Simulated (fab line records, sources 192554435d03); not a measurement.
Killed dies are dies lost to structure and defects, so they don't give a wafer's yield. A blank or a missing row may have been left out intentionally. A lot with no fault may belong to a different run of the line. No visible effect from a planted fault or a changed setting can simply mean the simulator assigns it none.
Chamber matching	flow n5-finfet	rie-diel-03 running N5_SD_EPI_P_DESCUM_14: 4 sister chambers
The step chemistry O2, time 7.9 s. 18 wafers are shown with their chamber, then 9 later ones without.

== WAFERS PAIRED WITH THEIR CHAMBERS ==
wafer	chamber	throttle-valve-pct (%)	showerhead-plenum-p-Torr (Torr)	drypump-motor-current-A (A)
L076.1	2	20.61	2.18	5.7
L076.2	1	20.10	2.11	5.3
L076.3	3	20.55	2.09	5.9
L076.4	0	20.53	2.22	5.7
L076.5	2	20.60	2.18	5.7
L076.6	1	20.09	2.11	5.3
L078.1	1	20.10	2.11	5.3
L078.2	2	20.61	2.18	5.6
L078.6	1	20.09	2.11	5.3
L083.1	1	20.11	2.11	5.3
L083.2	3	20.56	2.08	5.9
L083.3	2	20.63	2.17	5.6
L083.4	0	20.56	2.21	5.7
L083.5	0	20.55	2.21	5.7
L083.6	1	20.10	2.11	5.4
L084.1	0	20.55	2.21	5.7
L084.2	1	20.12	2.11	5.3
L084.3	3	20.56	2.08	5.9

SIGNATURES, as means of the wafers listed above
reading	chamber 0	chamber 1	chamber 2	chamber 3	scatter within a chamber
throttle-valve-pct	20.5475	20.1014	20.6125	20.5567	0.011
showerhead-plenum-p-Torr	2.2125	2.1100	2.1775	2.0833	0.00393
drypump-motor-current-A	5.700	5.314	5.650	5.900	0.0364
Rule: a wafer lies at a distance from a chamber equal to the root of the sum of squares, over the readings, of (its reading less the chamber's mean, divided by the reading's scatter). The wafer belongs to the nearest chamber; if the next one is less than 2 further off, it can't be placed. The scatter: the root of (the sum of the squares of (reading less its chamber's mean) over the shown wafers, divided by (wafers less chambers)).

== WAFERS MISSING THEIR CHAMBER ==
wafer	throttle-valve-pct (%)	showerhead-plenum-p-Torr (Torr)	drypump-motor-current-A (A)
L084.4	20.61	2.17	5.6
L084.5	20.55	2.08	5.9
L084.6	20.57	2.21	5.7
L087.2	20.57	2.21	5.7
L087.3	20.64	2.17	5.6
L087.6	20.56	2.21	5.7
L089.3	20.56	2.21	5.7
L089.4	20.64	2.17	5.6
L089.5	20.57	2.21	5.8

== CHAMBER TAKEN BY EACH ==
wafer	from the rows above	in truth
L084.4	2	2
L084.5	3	3
L084.6	0	0
L087.2	0	0
L087.3	2	2
L087.6	0	0
L089.3	0	0
L089.4	2	2
L089.5	0	0
Correct placement for 9 of the 9. Can't be placed from these rows: 0. Number placed wrongly: 0.
